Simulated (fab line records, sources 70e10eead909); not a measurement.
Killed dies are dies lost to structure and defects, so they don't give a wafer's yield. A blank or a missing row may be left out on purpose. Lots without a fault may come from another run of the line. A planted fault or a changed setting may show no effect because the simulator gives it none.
fab line records | flow nand_harc
record lots=24 wafers=72 last_day=33
route steps=1302 shown P_ZERO_WELL@31 P_STI@109 P_GATE@156
lots that met no fault: from a run of the same line without faults
start_h: hours from the record's first day to the start of the lot's first wafer shown | wait_h: hours since the lot's step before | " the same as in the row above | L1.1+2: a row that stands for several wafers | - no value, or no start given | * or withheld: withheld | < > ~ a bound
route shown NAME@n: a module of which the file shows steps, and the number in the route of the first | usual: mean/standard deviation of fault-free wafers | same: alike in all rows | chamber/n: place in a boat | sites: the reading at each site | _std_site: their standard deviation | _edge_site: outer sites' mean less inner sites' | radius_mm: how far each site lies from the wafer's centre | mask NAME#n: copy n | behind: the tool/chamber that last shaped the wafer | hold: why the lot was held/for how many hours/how that ended | device: the transistor (n, p or np) that didn't switch | end of line: the same wafers' tests at the end of the route | a step without rows: its recipe alone | killed: dies lost to structure and defects at the first sort, not the wafer's yield | map: a wafer's dies, x killed, . not, _ none there
set.NAME: the setting as run; set.NAME@STEP: as run at that earlier step | model.NAME: the simulator's own value behind a step, which no gauge read
steps of the route over a sample of lots; a table a step, a row a wafer
services: from which hour (start_h, from the record's first day; less than 0 if before it) a tool's chamber was out of use, for how many hours, and why
## steps
# step NHARC_P_ZERO_WELL_DESCUM_26
# recipe time_s=3 o2_flow_sccm=200 ar_flow_sccm=0 bias_power_w=0 chemistry=O2
# usual drypump_motor_current_A=5.9/0.37 oes_product_au=0.997/0.011 rf_vpp_V=57.7/0.96 showerhead_plenum_p_Torr=1.89/0.086 throttle_valve_pct=11.312/0.0089
# columns lot.wafer tool chamber start_h wait_h drypump_motor_current_A oes_product_au rf_hours_counter_h rf_vpp_V showerhead_plenum_p_Torr throttle_valve_pct
L074.1 rie_diel-11 1 22.62 - 5.5 1.003 37 59.1 1.93 11.312
L074.5 " 1 " " 5.5 1.012 - 58.2 1.93 11.318
L074.6 " 2 " " 5.7 0.999 - 57.0 1.82 11.315
L075.1 rie_diel-03 3 32.93 - 6.2 0.989 33 58.4 1.91 11.320
L075.5 " 3 " " 6.2 0.990 - 58.7 1.91 11.291
L075.6 " 0 " " 6.3 1.003 - 56.8 1.87 11.314
L076.3 rie_diel-11 1 42.76 - 5.5 1.008 43 58.8 1.93 11.323
L076.6 " 2 " " 5.7 1.001 - 58.3 1.82 11.295
L076.5 " 3 " " 6.5 1.015 - 56.5 1.79 11.317
L077.4 rie_diel-03 3 52.86 - 6.3 1.000 41 57.8 1.91 11.323
L077.1 " 2 " " 6.7 0.993 32 58.4 1.78 11.303
L077.6 " 0 " " 6.3 1.012 - 58.8 1.86 11.318
L078.1 rie_diel-02 3 62.74 - 5.8 0.979 5 57.3 1.77 11.312
L078.4 " 1 " " 5.8 0.975 - 58.7 2.03 11.309
L078.5 " 2 " " 5.5 0.980 - 58.0 1.89 11.305
L079.2 rie_diel-02 0 72.74 - 5.6 1.000 4 58.0 1.94 11.316
L079.1 " 1 " " 5.8 0.995 7 57.7 2.03 11.320
L079.5 " 0 " " 5.6 0.997 - 58.7 1.94 11.307
L080.2 rie_diel-03 2 82.77 - 6.7 0.981 39 57.0 1.78 11.308
L080.4 " 0 " " 6.3 1.013 55 57.0 1.86 11.304
L080.3 " 1 " " 6.0 0.988 57 57.3 1.84 11.312
L081.3 rie_diel-02 1 93.24 - 5.8 0.987 12 57.4 2.03 11.296
L081.4 " 3 " " 5.8 0.988 12 57.6 1.77 11.312
L081.6 " 1 " " 5.8 0.985 - 58.5 2.03 11.306
L082.4 rie_diel-02 2 102.52 - 5.5 0.998 16 57.0 1.88 11.298
L082.5 " 0 " " 5.6 0.992 - 56.9 1.94 11.311
L082.6 " 1 " " 5.8 0.986 - 58.7 2.03 11.306
L083.2 rie_diel-02 0 112.67 - 5.6 0.971 13 57.9 1.94 11.299
L083.1 " 2 " " 5.5 0.984 18 55.7 1.88 11.328
L083.5 " 1 " " 5.7 0.990 - 58.1 2.03 11.303
L084.2 rie_diel-02 3 122.51 - 5.8 0.982 20 56.8 1.77 11.322
L084.3 " 0 " " 5.6 0.986 16 56.6 1.94 11.304
L084.6 " 3 " " 5.8 0.984 - 56.1 1.76 11.316
L085.4 rie_diel-02 3 132.94 - 5.8 0.990 24 56.7 1.76 11.318
L085.6 " 1 " " 5.8 0.988 - 57.6 2.02 11.301
L085.5 " 2 " " 5.5 0.990 - 58.4 1.88 11.311
L086.3 rie_diel-11 2 142.84 - 5.7 1.018 21 54.8 1.81 11.305
L086.5 " 3 " " 6.5 1.008 - 58.0 1.78 11.317
L086.6 " 0 " " 5.8 1.012 - 58.1 1.96 11.321
L087.4 rie_diel-03 0 153.36 - 6.4 0.994 12 57.3 1.85 11.314
L087.3 " 1 " " 6.0 1.000 13 56.0 1.83 11.299
L087.5 " 0 " " 6.4 0.999 - 56.8 1.85 11.321
L088.2 rie_diel-03 3 162.63 - 6.3 1.009 13 58.7 1.90 11.309
L088.4 " 0 " " 6.4 0.992 14 57.0 1.85 11.301
L088.5 " 3 " " 6.3 1.002 - 56.7 1.89 11.311
L089.1 rie_diel-11 1 173.52 - 5.5 1.009 33 58.3 1.92 11.321
L089.4 " 2 " " 5.7 1.006 33 57.8 1.80 11.302
L089.6 " 2 " " 5.7 1.016 - 56.1 1.80 11.298
L090.3 rie_diel-02 0 182.72 - 5.6 1.006 36 58.2 1.93 11.317
L090.5 " 1 " " 5.8 1.005 - 57.4 2.02 11.316
L090.6 " 0 " " 5.6 0.995 - 58.4 1.93 11.312
L091.3 rie_diel-03 2 192.55 - 6.7 1.008 24 59.6 1.77 11.307
L091.1 " 0 " " 6.3 0.997 23 57.7 1.85 11.320
L091.6 " 1 " " 6.0 1.002 - 55.9 1.83 11.318
L092.3 rie_diel-02 2 203.70 - 5.5 0.999 47 56.8 1.87 11.307
L092.4 " 0 " " 5.6 0.987 42 58.8 1.93 11.305
L092.6 " 2 " " 5.5 0.993 - 56.6 1.87 11.327
L093.2 rie_diel-11 0 212.95 - 5.8 1.011 43 59.1 1.95 11.318
L093.1 " 1 " " 5.5 1.016 42 58.2 1.91 11.293
L093.3 " 2 " " 5.7 1.013 46 56.9 1.80 11.312
L094.4 rie_diel-03 3 222.75 - 6.3 1.004 32 57.3 1.89 11.323
L094.6 " 2 " " 6.7 0.999 - 58.3 1.77 11.312
L094.5 " 3 " " 6.3 1.010 - 58.1 1.89 11.310
L095.2 rie_diel-02 0 232.98 - 5.6 0.995 2 58.2 1.93 11.315
L095.1 " 1 " " 5.8 1.009 1 58.2 2.02 11.304
L095.4 " 2 " " 5.5 0.996 1 56.0 1.87 11.300
L096.3 rie_diel-02 1 242.89 - 5.7 0.989 3 58.4 2.01 11.311
L096.4 " 2 " " 5.6 0.978 3 58.5 1.87 11.322
L096.5 " 0 " " 5.6 0.993 - 58.0 1.93 11.315
L097.4 rie_diel-11 2 252.77 - 5.7 1.013 60 57.6 1.79 11.305
L097.5 " 2 " " 5.7 1.020 - 55.8 1.80 11.316
L097.6 " 3 " " 6.5 0.996 - 56.2 1.77 11.302
# step NHARC_P_STI_INSPECT_25
# usual raw_defect_count=215/70
# columns lot.wafer tool chamber start_h wait_h raw_defect_count
L074.1 defect_inspect-01 - 77.78 0.4 211
L074.5 " - " " 244
L074.6 " - " " 232
L075.1 defect_inspect-02 - 90.73 0.4 356
L075.5 " - " " 244
L075.6 " - " " 148
L076.3 defect_inspect-01 - 90.73 0.4 234
L076.5 " - " " 200
L076.6 " - " " 303
L077.1 defect_inspect-02 - 104.83 0.4 211
L077.4 " - " " 181
L077.6 " - " " 249
L078.1 defect_inspect-02 - 109.57 0.4 172
L078.4 " - " " 142
L078.5 " - " " 242
L079.1 defect_inspect-02 - 119.39 0.4 202
L079.2 " - " " 118
L079.5 " - " " 161
L080.2 defect_inspect-02 - 132.69 0.4 170
L080.3 " - " " 189
L080.4 " - " " 234
L081.3 defect_inspect-02 - 149.81 0.4 202
L081.4 " - " " 141
L081.6 " - " " 132
L082.4 defect_inspect-02 - 154.61 0.4 329
L082.5 " - " " 279
L082.6 " - " " 331
L083.1 defect_inspect-01 - 165.50 0.4 294
L083.2 " - " " 311
L083.5 " - " " 216
L084.2 defect_inspect-01 - 171.85 0.4 326
L084.3 " - " " 230
L084.6 " - " " 225
L085.4 defect_inspect-01 - 182.26 0.4 213
L085.5 " - " " 188
L085.6 " - " " 238
L087.3 defect_inspect-01 - 198.63 0.4 318
L087.4 " - " " 175
L087.5 " - " " 217
L086.3 defect_inspect-02 - 198.63 0.4 173
L086.5 " - " " 146
L086.6 " - " " 293
L089.1 defect_inspect-02 - 217.80 0.4 203
L089.4 " - " " 246
L089.6 " - " " 272
L088.2 defect_inspect-01 - 217.80 0.4 236
L088.4 " - " " 213
L088.5 " - " " 276
L090.3 defect_inspect-02 - 230.49 0.4 215
L090.5 " - " " 133
L090.6 " - " " 122
L091.1 defect_inspect-01 - 240.92 0.4 210
L091.3 " - " " 215
L091.6 " - " " 226
L092.3 defect_inspect-02 - 255.54 0.4 125
L092.4 " - " " 156
L092.6 " - " " 140
L093.1 defect_inspect-02 - 261.36 0.4 117
L093.2 " - " " 177
L093.3 " - " " 220
L094.4 defect_inspect-02 - 271.28 0.4 274
L094.5 " - " " 188
L094.6 " - " " 270
L095.1 defect_inspect-02 - 282.87 0.4 301
L095.2 " - " " 243
L095.4 " - " " 237
L096.3 defect_inspect-02 - 294.93 0.4 185
L096.4 " - " " 156
L096.5 " - " " 107
L097.4 defect_inspect-02 - 299.75 0.4 147
L097.5 " - " " 113
L097.6 " - " " 191
# step NHARC_P_GATE_ETCHBACK_37
# recipe target_depth_a=345 time_s=17.2 chf3_flow_sccm=50 o2_flow_sccm=10 ar_flow_sccm=200 rf_w=500 bias_w=200 chemistry=CHF3/O2
# usual drypump_motor_current_A=5.6/0.44 oes_product_au=0.95/0.033 rf_fwd_power_W=490.8/2.6 rf_vpp_V=368.6/1.7 showerhead_plenum_p_Torr=2.30/0.066 throttle_valve_pct=20.572/0.0084
# columns lot.wafer tool chamber start_h wait_h drypump_motor_current_A oes_product_au rf_fwd_power_W rf_hours_counter_h rf_vpp_V showerhead_plenum_p_Torr throttle_valve_pct
L074.1 rie_diel-09 0 - - 5.5 0.93 488.8 7.0 371.3 2.48 20.577
L074.5 " 3 " " 5.1 0.92 485.0 - 370.9 2.39 20.570
L074.6 " 0 " " 5.5 0.93 488.4 - 374.6 2.48 20.557
L076.3 rie_diel-08 1 - - 6.1 0.94 494.6 6.6 368.3 2.28 20.567
L076.5 " 3 " " 5.4 0.99 489.3 - 367.5 2.26 20.569
L076.6 " 0 " " 6.0 0.97 491.1 - 367.6 2.24 20.574
L075.1 rie_diel-08 1 - - 6.1 0.96 491.2 6.6 366.3 2.28 20.573
L075.6 " 2 " " 5.9 0.98 491.5 - 366.7 2.25 20.579
L075.5 " 3 " " 5.4 1.01 491.6 - 368.2 2.26 20.582
L077.4 rie_diel-08 2 - - 5.9 1.01 492.6 6.1 367.0 2.25 20.558
L077.1 " 3 " " 5.4 1.01 491.1 6.1 367.5 2.26 20.573
L077.6 " 2 " " 5.9 1.00 491.5 - 367.3 2.25 20.574
L078.1 rie_diel-05 0 - - 5.3 0.92 493.0 5.7 367.7 2.25 20.580
L078.4 " 1 " " 6.5 0.93 489.3 5.6 368.6 2.31 20.577
L078.5 " 2 " " 5.2 0.93 494.0 - 367.7 2.26 20.585
L079.1 rie_diel-05 3 - - 4.8 0.99 493.7 6.1 367.9 2.32 20.575
L079.2 " 0 " " 5.3 1.00 487.8 5.9 367.6 2.25 20.562
L079.5 " 0 " " 5.3 1.00 490.5 - 369.4 2.25 20.566
L080.4 rie_diel-05 3 - - 4.8 0.93 495.9 6.8 368.4 2.31 20.560
L080.3 " 0 " " 5.3 0.92 491.0 6.4 366.8 2.25 20.563
L080.2 " 1 " " 6.4 0.94 490.6 6.3 370.1 2.31 20.590
L081.4 rie_diel-08 3 - - 5.4 1.01 490.1 8.1 366.8 2.26 20.582
L081.3 " 0 " " 6.0 1.00 493.6 8.6 368.1 2.24 20.577
L081.6 " 2 " " 5.9 0.99 492.3 - 368.7 2.25 20.585
L082.4 rie_diel-09 2 - - 5.7 1.00 492.1 2.8 368.8 2.33 20.583
L082.6 " 3 " " 5.1 0.97 488.2 - 371.8 2.39 20.566
L082.5 " 0 " " 5.5 1.01 485.8 - 373.6 2.48 20.576
L083.2 rie_diel-09 2 - - 5.7 0.92 488.3 4.1 368.0 2.33 20.567
L083.1 " 3 " " 5.1 0.91 485.9 3.0 370.3 2.39 20.568
L083.5 " 2 " " 5.7 0.92 488.6 - 370.2 2.33 20.573
L084.2 rie_diel-09 2 - - 5.7 0.91 491.1 4.2 367.9 2.33 20.572
L084.3 " 0 " " 5.5 0.93 486.4 2.9 372.4 2.48 20.585
L084.6 " 3 " " 5.0 0.91 487.8 - 369.3 2.39 20.593
L085.4 rie_diel-05 0 - - 5.3 0.96 489.4 9.0 366.5 2.25 20.572
L085.5 " 3 " " 4.8 0.95 495.1 - 369.3 2.31 20.568
L085.6 " 0 " " 5.3 0.97 491.6 - 368.0 2.25 20.569
L086.3 rie_diel-08 3 - - 5.4 0.93 490.0 1.8 368.7 2.26 20.555
L086.5 " 1 " " 6.1 0.93 489.4 - 368.9 2.28 20.570
L086.6 " 2 " " 5.9 0.94 495.5 - 367.9 2.25 20.580
L087.3 rie_diel-09 2 - - 5.7 0.92 491.5 5.7 370.4 2.33 20.565
L087.4 " 0 " " 5.5 0.93 486.2 4.3 372.3 2.48 20.569
L087.5 " 2 " " 5.7 0.93 492.3 - 370.0 2.33 20.579
L088.2 rie_diel-05 3 - - 4.8 0.96 493.1 0.1 368.6 2.31 20.568
L088.5 " 3 " " 4.8 0.95 493.2 - 369.1 2.31 20.581
L088.4 " 1 " " 6.5 0.96 490.8 - 368.5 2.31 20.574
L089.4 rie_diel-08 2 - - 5.9 0.91 492.6 3.1 367.1 2.25 20.579
L089.1 " 0 " " 6.0 0.93 490.5 3.6 366.7 2.24 20.575
L089.6 " 2 " " 5.9 0.93 492.8 - 367.2 2.25 20.570
L090.3 rie_diel-09 2 - - 5.7 0.99 492.7 7.7 368.7 2.33 20.570
L090.5 " 1 " " 5.8 1.01 488.5 - 367.8 2.30 20.564
L090.6 " 2 " " 5.7 0.99 492.2 - 370.0 2.33 20.580
L091.1 rie_diel-08 3 - - 5.4 1.00 490.5 4.4 366.7 2.26 20.583
L091.3 " 0 " " 6.0 1.00 490.3 4.8 366.7 2.24 20.573
L091.6 " 1 " " 6.1 1.00 491.7 - 368.7 2.28 20.576
L092.4 rie_diel-08 2 - - 5.9 1.00 492.1 4.5 368.4 2.25 20.571
L092.3 " 3 " " 5.4 1.00 489.3 4.6 367.4 2.26 20.569
L092.6 " 0 " " 6.0 1.00 489.3 - 365.6 2.24 20.560
L093.1 rie_diel-09 1 - - 5.8 0.95 489.1 10.0 369.2 2.30 20.572
L093.3 " 2 " " 5.7 0.94 490.8 10.4 368.9 2.33 20.574
L093.2 " 3 " " 5.1 0.92 487.3 9.5 370.7 2.39 20.561
L094.4 rie_diel-09 1 - - 5.8 0.92 488.0 10.2 369.4 2.30 20.567
L094.6 " 3 " " 5.0 0.91 488.0 - 370.1 2.39 20.576
L094.5 " 0 " " 5.5 0.92 489.6 - 372.7 2.48 20.578
L095.4 rie_diel-05 2 - - 5.2 0.92 494.1 2.9 367.3 2.26 20.574
L095.2 " 3 " " 4.9 0.92 491.3 3.7 368.7 2.31 20.577
L095.1 " 0 " " 5.3 0.92 488.9 2.6 366.7 2.25 20.551
L096.3 rie_diel-08 3 - - 5.4 0.92 491.7 6.2 367.7 2.25 20.578
L096.4 " 1 " " 6.1 0.93 488.5 7.5 368.9 2.28 20.575
L096.5 " 2 " " 5.9 0.93 493.0 - 368.9 2.25 20.579
L097.4 rie_diel-05 1 - - 6.4 0.93 490.7 5.5 369.4 2.31 20.580
L097.5 " 2 " " 5.2 0.93 493.0 - 366.9 2.26 20.579
L097.6 " 3 " " 4.8 0.93 496.5 - 367.1 2.31 20.563
# step NHARC_P_GATE_STRIP_75
# recipe power_w=1500 temp_c=250 chemistry=O2
# usual drypump_motor_current_A=6.1/0.63 heater_power_w=325/16
# columns lot.wafer tool chamber start_h wait_h drypump_motor_current_A heater_power_w rf_hours_counter_h
L074.1 plasma_asher-02 0 115.43 0.2 6.4 333 7
L074.6 " 1 " " 6.7 345 -
L074.5 " 0 " " 6.4 339 -
L076.3 plasma_asher-01 1 131.45 0.1 5.1 311 -
L076.6 " 0 " " 6.3 331 -
L076.5 " 1 " " 5.1 296 -
L075.1 plasma_asher-02 1 131.93 0.3 6.7 355 10
L075.6 " 1 " " 6.7 343 -
L075.5 " 0 " " 6.4 331 -
L077.1 plasma_asher-01 0 143.32 0.2 6.2 341 27
L077.4 " 0 " " 6.2 333 -
L077.6 " 1 " " 5.1 301 -
L078.1 plasma_asher-01 0 148.20 0.2 6.3 337 28
L078.4 " 0 " " 6.2 340 -
L078.5 " 1 " " 5.0 310 -
L079.2 plasma_asher-01 0 155.12 0.3 6.2 332 30
L079.1 " 1 " " 5.0 314 30
L079.5 " 0 " " 6.3 336 -
L080.2 plasma_asher-02 0 168.44 0.2 6.4 327 18
L080.3 " 0 " " 6.4 329 -
L080.4 " 1 " " 6.7 352 -
L081.4 plasma_asher-01 0 184.70 0.2 6.3 307 -
L081.3 " 1 " " 5.1 305 -
L081.6 " 0 " " 6.3 311 -
L082.4 plasma_asher-02 1 191.91 0.1 6.7 349 -
L082.5 " 0 " " 6.3 330 -
L082.6 " 1 " " 6.7 354 -
L083.2 plasma_asher-02 1 204.26 0.3 6.7 350 26
L083.1 " 0 " " 6.4 335 26
L083.5 " 0 " " 6.3 336 -
L084.2 plasma_asher-02 1 213.34 0.2 6.7 351 28
L084.3 " 1 " " 6.7 344 -
L084.6 " 0 " " 6.4 340 -
L085.4 plasma_asher-02 1 217.66 0.1 6.7 344 -
L085.5 " 0 " " 6.4 336 -
L085.6 " 1 " " 6.7 355 -
L086.3 plasma_asher-01 0 234.98 0.1 6.2 312 -
L086.6 " 1 " " 5.1 309 -
L086.5 " 0 " " 6.3 318 -
L087.4 plasma_asher-02 0 235.15 0.2 6.4 320 -
L087.3 " 1 " " 6.7 352 -
L087.5 " 1 " " 6.7 350 -
L088.2 plasma_asher-01 1 253.56 0.2 5.1 304 16
L088.4 " 0 " " 6.3 309 -
L088.5 " 0 " " 6.2 309 -
L089.1 plasma_asher-01 0 254.15 0.2 6.2 314 16
L089.4 " 0 " " 6.3 316 -
L089.6 " 1 " " 5.0 307 -
L090.3 plasma_asher-01 1 267.24 0.2 5.0 305 -
L090.6 " 1 " " 5.0 301 -
L090.5 " 0 " " 6.2 308 -
L091.1 plasma_asher-02 1 279.71 0.2 6.7 334 4
L091.3 " 1 " " 6.7 338 -
L091.6 " 0 " " 6.4 326 -
L092.3 plasma_asher-01 0 292.89 0.2 6.3 308 -
L092.4 " 1 " " 5.1 302 -
L092.6 " 1 " " 5.0 297 -
L093.2 plasma_asher-01 1 296.52 0.2 5.1 305 28
L093.1 " 0 " " 6.2 325 28
L093.3 " 1 " " 5.1 309 -
L094.4 plasma_asher-02 1 307.98 0.2 6.6 338 -
L094.6 " 1 " " 6.7 334 -
L094.5 " 0 " " 6.4 323 -
L095.2 plasma_asher-02 1 320.23 0.3 6.7 337 14
L095.1 " 0 " " 6.3 328 14
L095.4 " 0 " " 6.4 333 -
L096.3 plasma_asher-01 0 340.54 0.2 6.2 319 -
L096.4 " 1 " " 5.0 306 -
L096.5 " 1 " " 5.1 296 -
L097.4 plasma_asher-01 1 342.73 0.2 5.0 304 -
L097.6 " 1 " " 5.1 306 -
L097.5 " 0 " " 6.2 319 -
# step NHARC_P_GATE_STRIP_112
# recipe power_w=1500 temp_c=110 time_s=200 chemistry=N2/H2
# usual drypump_motor_current_A=6.2/0.58 heater_power_w=87/4.2
# columns lot.wafer tool chamber start_h wait_h drypump_motor_current_A heater_power_w rf_hours_counter_h
L074.1 plasma_asher-02 1 116.87 0.2 6.7 93 7
L074.5 " 1 " " 6.7 95 -
L074.6 " 0 " " 6.4 90 -
L076.3 plasma_asher-02 1 133.00 0.3 6.7 91 -
L076.6 " 0 " " 6.4 90 -
L076.5 " 1 " " 6.7 91 -
L075.1 plasma_asher-02 1 133.38 0.2 6.7 94 10
L075.6 " 1 " " 6.7 93 -
L075.5 " 0 " " 6.4 89 -
L077.1 plasma_asher-02 1 144.76 0.2 6.7 95 12
L077.4 " 1 " " 6.7 91 -
L077.6 " 0 " " 6.4 89 -
L078.1 plasma_asher-02 0 149.64 0.2 6.3 89 14
L078.4 " 1 " " 6.7 91 -
L078.5 " 1 " " 6.7 93 -
L079.1 plasma_asher-02 0 156.47 0.2 6.4 87 15
L079.2 " 1 " " 6.7 91 15
L079.5 " 0 " " 6.4 87 -
L080.2 plasma_asher-01 1 169.93 0.2 5.1 83 33
L080.4 " 0 " " 6.2 89 -
L080.3 " 1 " " 5.0 82 -
L081.4 plasma_asher-02 0 186.24 0.2 6.4 88 -
L081.3 " 1 " " 6.7 93 -
L081.6 " 0 " " 6.4 89 -
L082.4 plasma_asher-01 1 193.50 0.2 5.1 82 -
L082.5 " 0 " " 6.3 83 -
L082.6 " 1 " " 5.0 82 -
L083.2 plasma_asher-01 0 205.77 0.2 6.2 83 5
L083.1 " 1 " " 5.1 80 5
L083.5 " 0 " " 6.2 85 -
L084.2 plasma_asher-02 1 214.83 0.2 6.7 94 28
L084.3 " 1 " " 6.7 94 -
L084.6 " 0 " " 6.4 90 -
L085.4 plasma_asher-01 0 219.09 0.2 6.2 84 -
L085.6 " 1 " " 5.1 81 -
L085.5 " 0 " " 6.3 84 -
L086.3 plasma_asher-01 0 236.40 0.3 6.3 84 -
L086.6 " 1 " " 5.0 80 -
L086.5 " 0 " " 6.3 85 -
L087.3 plasma_asher-02 1 236.66 0.2 6.7 92 -
L087.4 " 0 " " 6.4 88 -
L087.5 " 1 " " 6.7 97 -
L088.2 plasma_asher-01 1 255.04 0.2 5.1 80 17
L088.4 " 1 " " 5.0 82 -
L088.5 " 0 " " 6.3 86 -
L089.1 plasma_asher-01 0 255.67 0.2 6.2 84 17
L089.4 " 0 " " 6.2 84 -
L089.6 " 0 " " 6.3 84 -
L090.3 plasma_asher-02 1 268.82 0.3 6.7 90 -
L090.5 " 0 " " 6.4 87 -
L090.6 " 1 " " 6.7 92 -
L091.1 plasma_asher-01 0 281.15 0.2 6.2 84 23
L091.3 " 1 " " 5.1 81 -
L091.6 " 1 " " 5.0 80 -
L092.3 plasma_asher-01 0 294.41 0.2 6.2 86 -
L092.4 " 1 " " 5.1 81 -
L092.6 " 0 " " 6.2 83 -
L093.1 plasma_asher-02 0 297.85 0.2 6.3 88 8
L093.2 " 1 " " 6.7 88 8
L093.3 " 0 " " 6.3 88 -
L094.4 plasma_asher-02 1 309.37 0.2 6.7 87 -
L094.6 " 1 " " 6.7 91 -
L094.5 " 0 " " 6.3 87 -
L095.2 plasma_asher-02 1 321.56 0.2 6.7 92 14
L095.1 " 0 " " 6.4 86 14
L095.4 " 0 " " 6.4 89 -
L096.4 plasma_asher-02 0 341.93 0.2 6.4 86 -
L096.3 " 1 " " 6.7 91 -
L096.5 " 1 " " 6.7 87 -
L097.4 plasma_asher-02 0 344.17 0.2 6.4 85 -
L097.5 " 1 " " 6.7 91 -
L097.6 " 0 " " 6.4 88 -
# step NHARC_P_GATE_RTA_80
# recipe temp_c=300 time_s=30
# usual wafer_temp_C_max=301.3/0.34
# columns lot.wafer tool chamber start_h wait_h wafer_temp_C_max
L074.1 rtp_anneal-01 0 120.47 - 301.5
L074.5 " 0 " " 301.3
L074.6 " 0 " " 301.4
L076.3 rtp_anneal-02 0 136.54 - 301.4
L076.5 " 0 " " 300.9
L076.6 " 0 " " 300.9
L075.1 rtp_anneal-01 0 137.02 - 301.6
L075.5 " 0 " " 301.9
L075.6 " 0 " " 300.8
L077.1 rtp_anneal-02 0 148.70 - 301.3
L077.4 " 0 " " 301.1
L077.6 " 0 " " 300.9
L078.1 rtp_anneal-01 0 153.23 - 301.4
L078.4 " 0 " " 301.7
L078.5 " 0 " " 301.8
L079.1 rtp_anneal-02 0 159.93 - 301.3
L079.2 " 0 " " 301.0
L079.5 " 0 " " 301.3
L080.2 rtp_anneal-01 0 173.37 - 301.2
L080.3 " 0 " " 301.1
L080.4 " 0 " " 301.5
L081.3 rtp_anneal-02 0 189.82 - 300.7
L081.4 " 0 " " 300.9
L081.6 " 0 " " 300.5
L082.4 rtp_anneal-01 0 197.02 - 301.4
L082.5 " 0 " " 301.7
L082.6 " 0 " " 301.5
L083.1 rtp_anneal-02 0 209.46 - 300.9
L083.2 " 0 " " 301.3
L083.5 " 0 " " 300.8
L084.2 rtp_anneal-02 0 218.40 - 301.4
L084.3 " 0 " " 301.0
L084.6 " 0 " " 300.9
L085.4 rtp_anneal-02 0 222.68 - 301.2
L085.5 " 0 " " 301.1
L085.6 " 0 " " 301.4
L086.3 rtp_anneal-01 0 239.98 - 301.7
L086.5 " 0 " " 301.9
L086.6 " 0 " " 301.6
L087.3 rtp_anneal-01 0 240.23 - 301.4
L087.4 " 0 " " 301.1
L087.5 " 0 " " 301.2
L088.2 rtp_anneal-01 0 258.50 - 301.8
L088.4 " 0 " " 301.7
L088.5 " 0 " " 301.9
L089.1 rtp_anneal-02 0 259.24 - 301.2
L089.4 " 0 " " 301.2
L089.6 " 0 " " 301.3
L090.3 rtp_anneal-01 0 272.50 - 301.4
L090.5 " 0 " " 301.1
L090.6 " 0 " " 301.3
L091.1 rtp_anneal-01 0 284.60 - 301.4
L091.3 " 0 " " 301.6
L091.6 " 0 " " 302.3
L092.3 rtp_anneal-01 0 297.98 - 301.0
L092.4 " 0 " " 301.2
L092.6 " 0 " " 301.6
L093.1 rtp_anneal-02 0 301.46 - 301.3
L093.2 " 0 " " 301.1
L093.3 " 0 " " 301.2
L094.4 rtp_anneal-01 0 312.98 - 301.3
L094.5 " 0 " " 301.7
L094.6 " 0 " " 301.8
L095.1 rtp_anneal-02 0 325.19 - 301.1
L095.2 " 0 " " 300.9
L095.4 " 0 " " 301.4
L096.3 rtp_anneal-01 0 345.60 - 300.8
L096.4 " 0 " " 301.4
L096.5 " 0 " " 301.5
L097.4 rtp_anneal-02 0 347.61 - 301.6
L097.5 " 0 " " 301.0
L097.6 " 0 " " 301.2
## services
# columns tool chamber start_h hours kind
rtp_anneal-02 - 12.00 12.0 pm
rie_diel-08 - 13.80 9.0 pm
rie_diel-03 0 17.75 4.5 repair
rie_diel-02 1 22.57 4.8 repair
rie_diel-02 - 39.79 9.0 pm
rie_diel-05 - 52.66 9.0 pm
rie_diel-02 0 55.75 12.8 repair
rie_diel-02 3 57.25 4.5 repair
rie_diel-08 - 61.79 13.6 repair
rie_diel-03 2 66.60 8.6 repair
plasma_asher-02 - 72.00 9.0 pm
rie_diel-02 - 89.91 1.7 repair
rie_diel-09 - 143.77 9.0 pm
plasma_asher-01 - 172.25 9.0 pm
rie_diel-02 3 176.62 17.7 repair
rie_diel-08 - 190.80 9.0 pm
plasma_asher-02 - 209.43 2.7 repair
rie_diel-02 - 216.88 9.0 pm
plasma_asher-02 - 249.00 9.0 pm
rie_diel-08 2 267.90 7.1 repair
plasma_asher-01 - 307.45 13.0 repair
rie_diel-09 - 320.77 9.0 pm
rie_diel-02 2 322.23 13.7 repair
rie_diel-08 0 347.29 13.9 repair
## key
fault none
